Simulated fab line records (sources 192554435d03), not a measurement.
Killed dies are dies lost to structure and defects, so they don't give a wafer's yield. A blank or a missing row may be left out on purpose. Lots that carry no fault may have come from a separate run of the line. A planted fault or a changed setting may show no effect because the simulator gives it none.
fab line records	flow n5_finfet
[record] lots = 24	wafers = 72	last_day = 17
route steps=1938 shown WELL_APT@46 PMOS_HMC_CHANNEL_EPI@73 FIN_SAQP@127 FIN_CUT@163
lots untouched by any fault: they come from a run of this same line in which no faults occurred
start_h: the number of hours between the record's first day and the start of the first shown wafer of the lot	wait_h: time in hours since the lot's previous step	" same as the row above	L1.1+2: a single row standing in for several wafers	- no value, or no start was given	* or withheld: withheld	< > ~ a bound
route shown NAME@n: a module of which the file shows steps, and the number in the route of the first	usual: mean/standard deviation taken from wafers without a fault	same: alike in all rows	chamber/n: place in a boat	sites: the reading at each site	_std_site: their standard deviation	_edge_site: outer sites' mean less inner sites'	radius_mm: for every site, how far away it sits from the centre of the wafer	mask NAME#n: copy n	behind: the most recent tool/chamber to have shaped the wafer	hold: what put the lot on hold/how long, in hours/how the hold closed	device: the n, p or np transistor that did not switch	end of line: tests run on the same wafers once the route is complete	a step with no rows: only its recipe	killed: dies lost to structure and defects at the first sort, not the wafer's yield	map: dies across one wafer; x = killed, . = not, _ = none there
set.NAME: the run value of the setting; set.NAME@STEP: its run value at that earlier step	model.NAME: the simulator's own value behind a step, which no gauge read
steps of the route over a sample of lots; a table a step, a row a wafer
services: when a tool's chamber went out of use (start_h, in hours from the record's first day, below 0 if earlier), for how many hours, and the reason
[[steps]]
[step N5_WELL_APT_DESCUM_30]
[recipe] chemistry = O2	time_s = 7.9	source_power_w = 50	bias_power_w = 20	pressure_mtorr = 20	rf_frequency_hz = 2.712e+07	temp_c = 40	o2_flow_sccm = 225
[usual] drypump_motor_current_A = 5.5/0.37	oes_product_au = 0.77/0.078	rf_vpp_V = 243.2/1.5	showerhead_plenum_p_Torr = 2.09/0.086	throttle_valve_pct = 20.44/0.21
lot.wafer	tool	chamber	start_h	wait_h	drypump_motor_current_A	oes_product_au	rf_hours_counter_h	rf_vpp_V	showerhead_plenum_p_Torr	throttle_valve_pct
L074.2	rie_diel-05	2	15.71	0.2	5.7	0.83	88	239.6	1.95	20.85
L074.4	"	1	"	"	5.6	0.88	17	242.8	2.05	20.10
L074.5	"	1	"	"	5.6	0.87	-	241.8	2.05	20.11
L075.1	rie_diel-04	0	21.61	0.1	6.1	0.71	207	245.1	2.16	20.35
L075.2	"	3	"	"	5.1	0.70	201	244.1	2.17	20.37
L075.5	"	2	"	"	5.7	0.75	-	243.6	2.15	20.54
L076.3	rie_diel-05	0	26.93	0.1	4.8	0.76	147	240.6	1.98	20.29
L076.5	"	2	"	"	5.7	0.83	-	241.0	1.95	20.87
L076.6	"	3	"	"	5.0	0.76	-	246.2	2.17	20.39
L077.2	rie_diel-05	3	32.91	0.0	5.0	0.75	169	246.6	2.17	20.38
L077.3	"	0	"	"	4.9	0.77	149	242.5	1.98	20.31
L077.4	"	2	"	"	5.7	0.82	93	241.8	1.95	20.86
L078.2	rie_diel-01	1	39.04	0.0	5.2	0.82	101	244.5	2.09	20.32
L078.3	"	3	"	"	6.0	0.74	153	245.0	2.21	20.65
L078.4	"	2	"	"	5.4	0.92	18	243.6	2.18	20.58
L079.2	rie_diel-01	1	45.63	0.1	5.2	0.82	102	243.6	2.09	20.31
L079.3	"	0	"	"	6.0	0.70	247	244.0	2.03	20.47
L079.6	"	1	"	"	5.2	0.82	-	244.3	2.09	20.33
L080.3	rie_diel-01	3	51.27	0.0	5.9	0.75	157	244.6	2.21	20.66
L080.4	"	1	"	"	5.2	0.81	104	243.8	2.08	20.33
L080.6	"	2	"	"	5.4	0.91	-	243.7	2.18	20.59
L081.3	rie_diel-01	2	56.91	0.0	5.4	0.90	23	241.8	2.18	20.60
L081.4	"	1	"	"	5.2	0.81	-	243.6	2.08	20.35
L081.6	"	2	"	"	5.4	0.91	-	242.6	2.18	20.61
L082.1	rie_diel-01	2	63.34	0.1	5.4	0.90	26	242.7	2.18	20.61
L082.2	"	3	"	"	5.9	0.74	162	245.6	2.21	20.67
L082.3	"	1	"	"	5.2	0.81	110	240.9	2.08	20.34
L083.2	rie_diel-01	3	69.25	0.1	5.9	0.73	166	245.4	2.20	20.68
L083.5	"	2	"	"	5.4	0.89	-	243.6	2.18	20.61
L083.6	"	1	"	"	5.2	0.80	-	244.3	2.08	20.35
L084.2	rie_diel-05	1	75.24	0.0	5.6	0.85	35	242.4	2.05	20.14
L084.3	"	0	"	"	4.9	0.75	163	241.5	1.97	20.32
L084.4	"	2	"	"	5.7	0.81	107	241.2	1.95	20.89
L085.1	rie_diel-04	3	81.02	0.0	5.1	0.67	224	243.2	2.16	20.43
L085.4	"	2	"	"	5.7	0.72	199	244.3	2.14	20.57
L085.5	"	1	"	"	5.6	0.72	-	241.3	1.96	20.26
L086.1	rie_diel-01	2	87.28	0.3	5.4	0.88	38	244.1	2.17	20.62
L086.2	"	0	"	"	6.0	1.00	5	243.5	2.03	19.95
L086.6	"	0	"	"	6.0	1.02	-	241.8	2.03	19.96
L087.1	rie_diel-04	0	93.06	0.2	6.0	0.69	232	246.3	2.15	20.41
L087.2	"	2	"	"	5.7	0.73	203	244.1	2.14	20.56
L087.4	"	1	"	"	5.6	0.72	208	242.5	1.96	20.28
L088.2	rie_diel-04	2	99.33	0.1	5.7	0.72	205	244.3	2.14	20.57
L088.5	"	2	"	"	5.7	0.72	-	244.8	2.14	20.57
L088.6	"	1	"	"	5.6	0.72	-	240.8	1.96	20.27
L089.1	rie_diel-05	1	105.13	0.3	5.6	0.83	48	241.5	2.04	20.16
L089.4	"	2	"	"	5.7	0.80	119	240.6	1.94	20.91
L089.6	"	1	"	"	5.6	0.82	-	243.3	2.04	20.15
L090.1	rie_diel-04	2	111.41	0.0	5.7	0.71	210	245.4	2.14	20.59
L090.3	"	1	"	"	5.6	0.72	214	241.6	1.96	20.29
L090.5	"	2	"	"	5.7	0.72	-	244.2	2.14	20.59
L091.2	rie_diel-04	2	117.38	0.0	5.7	0.71	212	243.2	2.14	20.60
L091.4	"	3	"	"	5.1	0.68	237	244.7	2.16	20.44
L091.6	"	0	"	"	6.0	0.68	-	243.3	2.14	20.42
L092.2	rie_diel-04	0	123.39	0.1	6.0	0.68	243	244.3	2.14	20.42
L092.4	"	2	"	"	5.7	0.71	214	245.1	2.14	20.60
L092.6	"	1	"	"	5.6	0.71	-	241.9	1.96	20.29
L093.2	rie_diel-04	1	129.14	0.0	5.6	0.72	221	242.1	1.96	20.29
L093.3	"	3	"	"	5.1	0.67	240	245.0	2.16	20.47
L093.5	"	0	"	"	6.0	0.68	-	243.0	2.14	20.40
L094.1	rie_diel-05	0	135.73	0.0	4.9	0.73	183	242.4	1.97	20.36
L094.5	"	2	"	"	5.7	0.78	-	241.5	1.94	20.92
L094.6	"	1	"	"	5.6	0.82	-	241.9	2.04	20.15
L095.1	rie_diel-05	3	141.63	0.6	5.0	0.72	207	245.2	2.16	20.43
L095.2	"	2	"	"	5.7	0.78	133	240.6	1.94	20.94
L095.5	"	1	"	"	5.5	0.81	-	241.9	2.04	20.18
L096.2	rie_diel-01	0	147.08	0.0	6.0	0.94	26	242.5	2.02	20.01
L096.4	"	3	"	"	5.9	0.71	193	243.7	2.19	20.72
L096.6	"	0	"	"	6.0	0.95	-	242.4	2.02	20.00
L097.3	rie_diel-01	2	153.08	0.0	5.4	0.84	59	244.5	2.17	20.63
L097.5	"	0	"	"	6.0	0.94	-	243.6	2.02	20.00
L097.6	"	1	"	"	5.2	0.77	-	242.1	2.07	20.37
[step N5_PMOS_HMC_CHANNEL_EPI_ETCH_38]
[recipe] chemistry = CF4	target = SiO2	target_depth_a = 15	ion_energy_ev = 350	pressure_mtorr = 10	icp_w = 800	bias_w = 400	cf4_flow_sccm = 80
[usual] drypump_motor_current_A = 5.7/0.36	oes_product_au = 1.008/0.02	throttle_valve_pct = 21.93/0.29
lot.wafer	tool	chamber	start_h	wait_h	drypump_motor_current_A	oes_product_au	rf_hours_counter_h	throttle_valve_pct
L074.2	rie_si-02	0	18.81	0.0	5.4	1.033	34	22.55
L074.4	"	0	"	"	5.4	1.032	-	22.55
L074.5	"	1	"	"	5.7	1.007	-	22.09
L075.1	rie_si-05	1	24.27	0.0	5.5	1.014	1	22.02
L075.2	"	2	"	"	5.1	1.002	164	21.76
L075.5	"	1	"	"	5.5	1.014	-	22.03
L076.3	rie_si-04	0	29.92	0.0	5.5	1.022	161	21.70
L076.5	"	2	"	"	6.0	1.032	-	21.74
L076.6	"	3	"	"	5.8	0.965	-	22.13
L077.2	rie_si-05	2	35.62	0.0	5.1	1.004	164	21.77
L077.3	"	3	"	"	5.8	0.996	126	22.07
L077.4	"	1	"	"	5.4	1.013	-	22.03
L078.2	rie_si-02	1	41.72	0.0	5.7	1.007	57	22.09
L078.3	"	2	"	"	5.9	0.978	9	21.65
L078.4	"	3	"	"	5.3	1.013	25	21.46
L079.2	rie_si-05	3	49.40	0.0	5.8	1.000	126	22.09
L079.3	"	1	"	"	5.4	1.016	1	22.04
L079.6	"	2	"	"	5.1	1.005	-	21.74
L080.3	rie_si-02	2	53.75	0.0	5.9	0.979	9	21.63
L080.4	"	1	"	"	5.7	1.012	58	22.10
L080.6	"	2	"	"	5.9	0.978	-	21.62
L081.3	rie_si-04	1	59.94	0.0	6.5	1.019	158	22.25
L081.4	"	3	"	"	5.8	0.969	114	22.13
L081.6	"	0	"	"	5.5	1.018	-	21.71
L082.1	rie_si-02	3	66.18	0.0	5.4	1.005	25	21.47
L082.2	"	1	"	"	5.7	0.994	58	22.09
L082.3	"	0	"	"	5.4	1.027	35	22.54
L083.2	rie_si-04	2	71.95	0.0	6.1	1.036	194	21.70
L083.5	"	0	"	"	5.5	1.015	-	21.71
L083.6	"	3	"	"	5.8	0.975	-	22.13
L084.2	rie_si-04	2	77.85	0.0	6.0	1.032	194	21.73
L084.3	"	3	"	"	5.8	0.970	115	22.12
L084.4	"	0	"	"	5.5	1.023	162	21.71
L085.1	rie_si-02	2	83.64	0.0	5.9	0.977	10	21.64
L085.4	"	0	"	"	5.4	1.033	35	22.56
L085.5	"	3	"	"	5.3	1.005	-	21.46
L086.1	rie_si-02	2	90.20	0.0	5.9	0.985	10	21.63
L086.2	"	1	"	"	5.7	1.004	58	22.09
L086.6	"	2	"	"	5.9	0.978	-	21.64
L087.1	rie_si-04	1	96.95	0.0	6.5	1.011	159	22.23
L087.2	"	3	"	"	5.8	0.969	115	22.14
L087.4	"	0	"	"	5.5	1.018	163	21.71
L088.2	rie_si-05	2	101.98	0.0	5.1	1.019	166	21.77
L088.5	"	1	"	"	5.4	1.027	-	22.03
L088.6	"	2	"	"	5.1	1.022	-	21.76
L089.1	rie_si-02	3	108.19	0.0	5.3	1.019	26	21.46
L089.4	"	1	"	"	5.7	0.999	59	22.10
L089.6	"	2	"	"	5.9	0.974	-	21.63
L090.1	rie_si-05	3	114.75	0.0	5.8	0.988	127	22.09
L090.3	"	0	"	"	5.9	1.013	51	21.96
L090.5	"	1	"	"	5.4	1.004	-	22.04
L091.2	rie_si-05	2	120.00	0.0	5.1	1.016	166	21.77
L091.4	"	1	"	"	5.4	1.023	3	22.02
L091.6	"	1	"	"	5.4	1.021	-	22.02
L092.2	rie_si-05	1	126.22	0.0	5.4	1.028	3	22.04
L092.4	"	2	"	"	5.1	1.006	166	21.77
L092.6	"	1	"	"	5.4	1.027	-	22.04
L093.2	rie_si-05	3	132.15	0.0	5.8	1.007	127	22.09
L093.3	"	2	"	"	5.1	1.017	166	21.76
L093.5	"	3	"	"	5.8	1.005	-	22.08
L094.1	rie_si-02	3	138.55	0.0	5.3	1.028	27	21.48
L094.5	"	0	"	"	5.4	1.042	-	22.55
L094.6	"	3	"	"	5.4	1.025	-	21.48
L095.1	rie_si-04	3	144.58	0.0	5.8	0.967	116	22.12
L095.2	"	1	"	"	6.5	1.017	159	22.25
L095.5	"	0	"	"	5.5	1.025	-	21.73
L096.2	rie_si-05	2	150.06	0.0	5.0	1.015	166	21.76
L096.4	"	0	"	"	5.9	1.016	51	21.94
L096.6	"	1	"	"	5.4	1.020	-	22.04
L097.3	rie_si-02	3	156.18	0.0	5.3	1.022	27	21.49
L097.5	"	2	"	"	5.9	0.982	-	21.63
L097.6	"	3	"	"	5.3	1.028	-	21.47
[step N5_PMOS_HMC_CHANNEL_EPI_THK_MEAS_22]
[recipe] reads = SiGe30_of_PMOS_HMC_CHANNEL_EPI_EPI_20
[usual] HMC_CMP_THK = 54.1/0.97
lot.wafer	tool	chamber	start_h	wait_h	HMC_CMP_THK[nm]
L074.2	film_metro-02	-	20.64	-	55.0
L074.4	"	-	"	"	54.6
L074.5	"	-	"	"	54.3
L075.1	film_metro-02	-	26.17	-	54.8
L075.2	"	-	"	"	56.1
L075.5	"	-	"	"	54.8
L076.3	film_metro-01	-	32.68	-	54.3
L076.5	"	-	"	"	54.4
L076.6	"	-	"	"	52.9
L077.2	film_metro-01	-	37.45	-	55.9
L077.3	"	-	"	"	54.4
L077.4	"	-	"	"	54.3
L078.2	film_metro-02	-	43.94	-	54.4
L078.3	"	-	"	"	53.4
L078.4	"	-	"	"	53.6
L079.2	film_metro-01	-	51.24	-	53.5
L079.3	"	-	"	"	54.3
L079.6	"	-	"	"	55.6
L080.3	film_metro-02	-	55.57	-	53.0
L080.4	"	-	"	"	54.3
L080.6	"	-	"	"	52.8
L081.3	film_metro-02	-	61.77	-	54.2
L081.4	"	-	"	"	52.7
L081.6	"	-	"	"	54.0
L082.1	film_metro-02	-	68.00	-	53.1
L082.2	"	-	"	"	54.4
L082.3	"	-	"	"	54.8
L083.2	film_metro-01	-	73.77	-	54.5
L083.5	"	-	"	"	54.3
L083.6	"	-	"	"	52.6
L084.2	film_metro-01	-	79.82	-	54.2
L084.3	"	-	"	"	52.6
L084.4	"	-	"	"	53.3
L085.1	film_metro-02	-	85.46	-	53.6
L085.4	"	-	"	"	54.5
L085.5	"	-	"	"	53.6
L086.1	film_metro-01	-	92.02	-	52.8
L086.2	"	-	"	"	53.6
L086.6	"	-	"	"	53.4
L087.1	film_metro-02	-	98.77	-	53.0
L087.2	"	-	"	"	51.8
L087.4	"	-	"	"	53.1
L088.2	film_metro-02	-	104.20	-	55.7
L088.5	"	-	"	"	54.8
L088.6	"	-	"	"	56.0
L089.1	film_metro-02	-	110.01	-	54.1
L089.4	"	-	"	"	54.1
L089.6	"	-	"	"	52.9
L090.1	film_metro-02	-	116.57	-	54.5
L090.3	"	-	"	"	54.8
L090.5	"	-	"	"	55.0
L091.2	film_metro-01	-	122.11	-	56.4
L091.4	"	-	"	"	55.2
L091.6	"	-	"	"	55.8
L092.2	film_metro-02	-	128.12	-	54.5
L092.4	"	-	"	"	56.1
L092.6	"	-	"	"	55.5
L093.2	film_metro-02	-	134.11	-	54.4
L093.3	"	-	"	"	55.5
L093.5	"	-	"	"	55.0
L094.1	film_metro-02	-	140.49	-	53.5
L094.5	"	-	"	"	53.5
L094.6	"	-	"	"	53.5
L095.1	film_metro-02	-	146.42	-	51.6
L095.2	"	-	"	"	53.3
L095.5	"	-	"	"	54.3
L096.2	film_metro-01	-	151.89	-	55.6
L096.4	"	-	"	"	54.3
L096.6	"	-	"	"	54.9
L097.3	film_metro-02	-	158.04	-	53.1
L097.5	"	-	"	"	53.2
L097.6	"	-	"	"	53.1
[step N5_FIN_SAQP_MANDREL1_REMOVE_56]
[recipe] chemistry = HBr/Cl2/O2	bt_time_s = 10	target = a-Si	stop_on = SiNx	endpoint = OES-SiCl	over_etch_frac = 1	icp_w = 600	bias_w = 22	HBr_flow_sccm = 150	Cl2_flow_sccm = 80	O2_flow_sccm = 5	pressure_mtorr = 10
[usual] drypump_motor_current_A = 5.7/0.54	oes_product_au = 0.998/0.017	throttle_valve_pct = 36.9/0.32
lot.wafer	tool	chamber	start_h	wait_h	drypump_motor_current_A	oes_product_au	rf_hours_counter_h	throttle_valve_pct
L074.2	rie_si-06	1	24.31	0.1	5.7	0.988	67	36.9
L074.4	"	3	"	"	5.5	1.006	77	36.4
L074.5	"	3	"	"	5.5	1.011	-	36.4
L075.1	rie_si-03	2	29.96	0.1	5.5	1.002	48	36.8
L075.2	"	0	"	"	5.1	1.013	80	36.9
L075.5	"	0	"	"	5.1	1.008	-	36.9
L076.3	rie_si-01	3	36.53	0.1	6.1	0.987	4	37.0
L076.5	"	0	"	"	5.8	0.986	-	36.7
L076.6	"	3	"	"	6.0	0.991	-	37.0
L077.2	rie_si-03	3	41.95	0.1	6.7	0.992	25	37.0
L077.3	"	1	"	"	4.8	0.961	26	37.6
L077.4	"	2	"	"	5.5	1.000	48	36.8
L078.2	rie_si-03	3	48.95	0.1	6.6	0.989	25	37.0
L078.3	"	2	"	"	5.5	1.014	48	36.8
L078.4	"	1	"	"	4.9	0.959	26	37.6
L079.2	rie_si-03	1	55.50	0.1	4.8	0.960	27	37.6
L079.3	"	3	"	"	6.6	0.981	25	37.0
L079.6	"	2	"	"	5.5	1.007	-	36.8
L080.3	rie_si-03	1	59.36	0.1	4.8	0.958	27	37.6
L080.4	"	0	"	"	5.1	1.016	80	36.9
L080.6	"	2	"	"	5.5	1.014	-	36.8
L081.3	rie_si-06	0	65.91	0.1	5.6	0.999	23	37.2
L081.4	"	2	"	"	5.1	1.019	133	36.9
L081.6	"	3	"	"	5.5	0.994	-	36.4
L082.1	rie_si-01	3	72.05	0.1	6.0	0.988	4	37.0
L082.2	"	0	"	"	5.8	0.997	86	36.7
L082.3	"	1	"	"	6.7	0.987	102	36.6
L083.2	rie_si-06	1	77.92	0.1	5.7	0.996	68	36.9
L083.5	"	1	"	"	5.7	1.002	-	36.9
L083.6	"	0	"	"	5.6	1.015	-	37.2
L084.2	rie_si-01	0	84.33	0.1	5.8	0.979	86	36.7
L084.3	"	1	"	"	6.7	0.985	102	36.6
L084.4	"	2	"	"	5.3	1.021	2	36.4
L085.1	rie_si-01	3	91.27	0.1	6.0	1.001	4	37.0
L085.4	"	2	"	"	5.3	1.034	2	36.3
L085.5	"	0	"	"	5.8	0.994	-	36.7
L086.1	rie_si-03	3	96.51	0.1	6.6	0.991	26	37.0
L086.2	"	1	"	"	4.9	0.955	27	37.6
L086.6	"	1	"	"	4.9	0.965	-	37.6
L087.1	rie_si-01	1	104.42	0.1	6.7	0.985	102	36.6
L087.2	"	2	"	"	5.3	1.019	3	36.4
L087.4	"	3	"	"	6.0	0.980	5	37.0
L088.2	rie_si-06	3	108.08	0.1	5.5	0.993	78	36.4
L088.5	"	3	"	"	5.5	0.989	-	36.4
L088.6	"	0	"	"	5.6	1.009	-	37.2
L089.1	rie_si-03	3	113.70	0.1	6.6	0.992	26	37.0
L089.4	"	1	"	"	4.9	0.963	28	37.6
L089.6	"	0	"	"	5.1	1.009	-	36.9
L090.1	rie_si-06	0	120.53	0.1	5.6	1.008	24	37.2
L090.3	"	2	"	"	5.1	1.012	134	36.9
L090.5	"	0	"	"	5.6	1.012	-	37.2
L091.2	rie_si-06	2	126.57	0.1	5.2	1.018	135	36.9
L091.4	"	3	"	"	5.5	0.998	78	36.4
L091.6	"	2	"	"	5.2	1.020	-	36.9
L092.2	rie_si-06	0	131.93	0.1	5.6	1.005	24	37.2
L092.4	"	1	"	"	5.8	0.996	69	36.9
L092.6	"	1	"	"	5.7	0.992	-	36.9
L093.2	rie_si-01	1	138.00	0.1	6.7	0.976	103	36.6
L093.3	"	2	"	"	5.3	1.023	3	36.4
L093.5	"	3	"	"	6.0	0.983	-	37.0
L094.1	rie_si-01	0	144.53	0.1	5.8	1.001	87	36.7
L094.5	"	1	"	"	6.7	0.981	-	36.6
L094.6	"	2	"	"	5.3	1.022	-	36.4
L095.1	rie_si-06	1	150.32	0.1	5.7	0.996	69	36.9
L095.2	"	2	"	"	5.2	1.008	135	36.8
L095.5	"	0	"	"	5.6	1.023	-	37.2
L096.2	rie_si-06	1	156.25	0.1	5.8	0.983	69	36.9
L096.4	"	2	"	"	5.2	1.017	-	36.9
L096.6	"	3	"	"	5.5	0.995	-	36.4
L097.3	rie_si-03	3	162.06	0.1	6.6	0.998	27	37.0
L097.5	"	3	"	"	6.6	0.990	-	37.0
L097.6	"	1	"	"	4.8	0.951	-	37.6
[step N5_FIN_SAQP_CD_MEAS_27]
[recipe] target_cd_nm = 20	landing_energy_ev = 1000	detector = se_inlens	polarity = line
[usual] cd_nm = 20.37/0.27
lot.wafer	tool	chamber	start_h	wait_h	cd_nm
L074.2	cd_sem-03	0	24.42	0.1	20.72
L074.4	"	0	"	"	21.02
L074.5	"	0	"	"	20.36
L075.1	cd_sem-01	0	30.07	0.1	20.37
L075.2	"	0	"	"	20.40
L075.5	"	0	"	"	20.32
L076.3	cd_sem-02	0	36.65	0.1	20.69
L076.5	"	0	"	"	20.27
L076.6	"	0	"	"	20.78
L077.2	cd_sem-03	0	42.07	0.1	20.21
L077.3	"	0	"	"	20.18
L077.4	"	0	"	"	20.42
L078.2	cd_sem-01	0	49.06	0.1	20.42
L078.3	"	0	"	"	19.88
L078.4	"	0	"	"	20.27
L079.2	cd_sem-03	0	55.61	0.1	20.33
L079.3	"	0	"	"	20.79
L079.6	"	0	"	"	19.83
L080.3	cd_sem-01	0	59.48	0.1	20.02
L080.4	"	0	"	"	20.67
L080.6	"	0	"	"	19.99
L081.3	cd_sem-02	0	66.02	0.1	20.34
L081.4	"	0	"	"	20.29
L081.6	"	0	"	"	20.80
L082.1	cd_sem-02	0	72.16	0.1	20.23
L082.2	"	0	"	"	20.46
L082.3	"	0	"	"	20.24
L083.2	cd_sem-03	0	78.03	0.1	20.46
L083.5	"	0	"	"	20.90
L083.6	"	0	"	"	20.44
L084.2	cd_sem-01	0	84.45	0.1	20.33
L084.3	"	0	"	"	20.15
L084.4	"	0	"	"	19.95
L085.1	cd_sem-01	0	91.38	0.1	20.41
L085.4	"	0	"	"	20.16
L085.5	"	0	"	"	20.20
L086.1	cd_sem-01	0	96.62	0.1	20.42
L086.2	"	0	"	"	20.15
L086.6	"	0	"	"	19.86
L087.1	cd_sem-03	0	104.53	0.1	20.46
L087.2	"	0	"	"	20.50
L087.4	"	0	"	"	20.12
L088.2	cd_sem-03	0	108.20	0.1	20.58
L088.5	"	0	"	"	20.33
L088.6	"	0	"	"	20.08
L089.1	cd_sem-03	0	113.81	0.1	20.03
L089.4	"	0	"	"	20.00
L089.6	"	0	"	"	20.24
L090.1	cd_sem-01	0	120.64	0.1	19.66
L090.3	"	0	"	"	20.32
L090.5	"	0	"	"	20.11
L091.2	cd_sem-02	0	126.69	0.1	20.17
L091.4	"	0	"	"	20.39
L091.6	"	0	"	"	20.62
L092.2	cd_sem-01	0	132.05	0.1	19.99
L092.4	"	0	"	"	20.32
L092.6	"	0	"	"	20.43
L093.2	cd_sem-03	0	138.11	0.1	19.97
L093.3	"	0	"	"	20.42
L093.5	"	0	"	"	20.11
L094.1	cd_sem-02	0	144.64	0.1	20.22
L094.5	"	0	"	"	20.46
L094.6	"	0	"	"	20.13
L095.1	cd_sem-01	0	150.43	0.1	20.60
L095.2	"	0	"	"	20.38
L095.5	"	0	"	"	20.50
L096.2	cd_sem-02	0	156.37	0.1	20.74
L096.4	"	0	"	"	20.74
L096.6	"	0	"	"	20.65
L097.3	cd_sem-02	0	162.18	0.1	20.46
L097.5	"	0	"	"	19.91
L097.6	"	0	"	"	20.35
[step N5_FIN_CUT_CD_MEAS_08]
[recipe] target_cd_nm = 29.1	landing_energy_ev = 500	detector = se_inlens	polarity = opening
[usual] cd_nm = 29.15/0.29
lot.wafer	tool	chamber	start_h	wait_h	cd_nm
L074.2	cd_sem-03	0	27.01	-	29.03
L074.4	"	0	"	"	29.12
L074.5	"	0	"	"	29.10
L075.1	cd_sem-03	0	32.50	-	29.42
L075.2	"	0	"	"	29.67
L075.5	"	0	"	"	29.27
L076.3	cd_sem-02	0	39.33	-	29.26
L076.5	"	0	"	"	28.59
L076.6	"	0	"	"	28.76
L077.2	cd_sem-03	0	45.25	-	28.79
L077.3	"	0	"	"	29.27
L077.4	"	0	"	"	29.30
L078.2	cd_sem-03	0	53.29	-	29.64
L078.3	"	0	"	"	29.35
L078.4	"	0	"	"	29.09
L079.2	cd_sem-01	0	58.04	-	29.37
L079.3	"	0	"	"	29.44
L079.6	"	0	"	"	28.68
L080.3	cd_sem-01	0	62.06	-	29.06
L080.4	"	0	"	"	28.81
L080.6	"	0	"	"	28.87
L081.3	cd_sem-03	0	68.95	-	28.69
L081.4	"	0	"	"	29.07
L081.6	"	0	"	"	29.02
L082.1	cd_sem-03	0	74.62	-	28.75
L082.2	"	0	"	"	29.09
L082.3	"	0	"	"	28.68
L083.2	cd_sem-03	0	80.79	-	28.75
L083.5	"	0	"	"	29.46
L083.6	"	0	"	"	29.57
L084.2	cd_sem-03	0	87.44	-	28.79
L084.3	"	0	"	"	28.49
L084.4	"	0	"	"	29.17
L085.1	cd_sem-01	0	95.60	-	29.29
L085.4	"	0	"	"	29.64
L085.5	"	0	"	"	29.20
L086.1	cd_sem-03	0	101.64	-	29.30
L086.2	"	0	"	"	29.13
L086.6	"	0	"	"	29.05
L087.1	cd_sem-01	0	107.56	-	29.00
L087.2	"	0	"	"	29.13
L087.4	"	0	"	"	29.23
L088.2	cd_sem-01	0	110.75	-	29.01
L088.5	"	0	"	"	29.24
L088.6	"	0	"	"	29.07
L089.1	cd_sem-03	0	116.39	-	29.53
L089.4	"	0	"	"	29.68
L089.6	"	0	"	"	28.88
L090.1	cd_sem-03	0	123.40	-	29.59
L090.3	"	0	"	"	28.98
L090.5	"	0	"	"	29.06
L091.2	cd_sem-03	0	129.57	-	29.57
L091.4	"	0	"	"	29.45
L091.6	"	0	"	"	29.47
L092.2	cd_sem-03	0	135.01	-	29.53
L092.4	"	0	"	"	29.27
L092.6	"	0	"	"	28.90
L093.2	cd_sem-01	0	140.69	-	29.36
L093.3	"	0	"	"	28.83
L093.5	"	0	"	"	29.15
L094.1	cd_sem-01	0	147.49	-	29.16
L094.5	"	0	"	"	29.43
L094.6	"	0	"	"	29.37
L095.1	cd_sem-03	0	153.64	-	29.05
L095.2	"	0	"	"	29.36
L095.5	"	0	"	"	29.14
L096.2	cd_sem-01	0	158.98	-	29.60
L096.4	"	0	"	"	29.51
L096.6	"	0	"	"	29.19
L097.3	cd_sem-03	0	164.77	-	28.51
L097.5	"	0	"	"	29.03
L097.6	"	0	"	"	29.09
[[services]]
tool	chamber	start_h	hours	kind
rie_si-05	0	6.70	32.3	repair
rie_si-06	0	9.92	10.5	repair
rie_si-02	3	17.47	3.9	repair
rie_si-02	-	22.15	0.3	repair
rie_si-02	-	24.15	0.4	repair
rie_si-01	-	26.61	0.3	repair
rie_si-04	2	32.75	1.8	repair
rie_diel-04	1	40.26	9.4	repair
rie_diel-01	-	42.74	2.8	pm
rie_diel-01	0	53.24	-	clean
rie_diel-01	0	53.24	-	consumable_replace:focus_ring
rie_diel-01	0	53.24	17.3	scheduled_down
rie_diel-01	0	53.24	17.3	vent_cycle
rie_diel-04	-	64.98	1.1	repair
rie_si-02	-	76.94	0.3	repair
rie_si-04	1	78.23	16.9	repair
rie_si-04	-	81.21	2.8	pm
rie_diel-01	1	81.27	3.3	repair
rie_si-02	2	83.83	2.2	repair
rie_si-03	-	113.85	4.3	pm
rie_diel-05	0	148.21	4.6	repair
rie_si-01	0	151.42	4.4	repair
rie_si-06	0	154.82	14.8	repair
rie_si-03	0	160.94	1.2	repair
[[key]]
fault none
